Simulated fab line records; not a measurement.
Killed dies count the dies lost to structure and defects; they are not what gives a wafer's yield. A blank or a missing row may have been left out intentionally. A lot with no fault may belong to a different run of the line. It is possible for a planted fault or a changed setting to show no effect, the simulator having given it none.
Split-lot experiment    flow n5 finfet    on a route of 1938 steps: 7 lots, 21 wafers read

ON THE SPLIT
At N5_BEOL_M9_COAT_22 (resist thk 30 nm), the setting spin rpm was moved away from the recipe's 1500 rpm on 8 of the 21 wafers read, by -10.7% to +5.6%. The other wafers ran this setting at the recipe's value.

FROM THE SPLIT TO THE READING: what the file shows between them, 4 steps
- N5_BEOL_M9_EBR_24
- N5_BEOL_M9_SOFTBAKE_23: time 60 s
- N5_BEOL_M9_EXPOSE_25: exposes mask V8
- N5_BEOL_M9_PEB_26: peb time 60 s

THE READING
CAR-EUV_of_BEOL_M9_COAT_22.thk nm (the simulator's own value, which no gauge read), in nm, at N5_BEOL_M9_DEVELOP_27 (develop time 30 s). The file does not state a usual value for it.

wafer   tool, chamber at the split  spin rpm as run, rpm  against the recipe  CAR-EUV_of_BEOL_M9_COAT_22.thk nm, nm  against lot-mates on the recipe
L083.1  litho track-04, 0           1584                  +5.6%               28.8                                   -0.8
L083.5  litho track-04, 0           1584                  +5.6%               28.8                                   -0.8
L083.2  litho track-04, 0           1500                  recipe              29.6                                   -
L082.2  litho track-02, 0           1500                  recipe              29.6                                   -
L082.3  litho track-02, 0           1500                  recipe              29.6                                   -
L082.4  litho track-02, 0           1500                  recipe              29.6                                   -
L085.1  litho track-02, 0           1420                  -5.3%               30.4                                   +0.8
L085.2  litho track-02, 0           1420                  -5.3%               30.4                                   +0.8
L085.4  litho track-02, 0           1500                  recipe              29.6                                   -
L089.3  litho track-04, 0           1500                  recipe              29.6                                   -
L089.4  litho track-04, 0           1500                  recipe              29.6                                   -
L089.5  litho track-04, 0           1500                  recipe              29.6                                   -
L092.3  litho track-02, 0           1340                  -10.7%              31.4                                   +1.8
L092.6  litho track-02, 0           1340                  -10.7%              31.4                                   +1.8
L092.4  litho track-02, 0           1500                  recipe              29.6                                   -
L094.3  litho track-05, 0           1457                  -2.9%               29.8                                   +0.2
L094.5  litho track-05, 0           1457                  -2.9%               29.8                                   +0.2
L094.4  litho track-05, 0           1500                  recipe              29.6                                   -
L093.1  litho track-04, 0           1500                  recipe              29.6                                   -
L093.2  litho track-04, 0           1500                  recipe              29.6                                   -
L093.4  litho track-04, 0           1500                  recipe              29.6                                   -

FIT RESULTS
A straight line over all 21 wafers: CAR-EUV_of_BEOL_M9_COAT_22.thk nm changes by -0.157 nm for each +1% of spin rpm; r = -0.99; the points scatter about the line by 0.095 nm.
The same after taking each lot's own level away (the mean of its wafers on the recipe; 21 wafers): -0.157 nm for each +1%; r = -0.99; scatter 0.095 nm.
The reading moves by 1.7 nm for the largest change in spin rpm, on that fit.
The lots' own levels span 29.60 to 29.60 nm.
The two slopes agree, so the slope changes little with the lot-to-lot level.
Check: for one of the wafers moved furthest among these (-10.7%), held out of the fit, the line's prediction against its lot-mates is +1.61 nm. Against them it came out at +1.8 nm.

OTHER SPLITS APPLIED TO THESE WAFERS
Before the reading, these wafers also passed through other splits. Each is held against what the fit with the lots' levels taken away leaves over:
other split on the same wafers    wafers away from the commonest value  r with CAR-EUV_of_BEOL_M9_COAT_22.thk nm (lot level and that fit taken away)
N5_BEOL_M8_TRENCH_ETCH_37 time s  8                                     -0.35
N5_BEOL_M9_ETCH_62 time s         5                                     -0.61

THE WHOLE CHAIN: every reading that the file lists as answering this split, in the file's order
step                   what it does       reading                                                                             change (the file's fit)                r (the file's)
N5_BEOL_M9_COAT_22     resist thk 30 nm   CAR-EUV_of_BEOL_M9_COAT_22.thk nm (the simulator's own value, which no gauge read)  -0.153 nm for each +1% of the setting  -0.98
N5_BEOL_M9_DEVELOP_27  develop time 30 s  CAR-EUV_of_BEOL_M9_COAT_22.thk nm (the simulator's own value, which no gauge read)  -0.157 nm for each +1% of the setting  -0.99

THE FILE'S OWN FIT
CAR-EUV_of_BEOL_M9_COAT_22.thk nm changes by -0.157 nm for each +1% of spin rpm, r = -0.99.
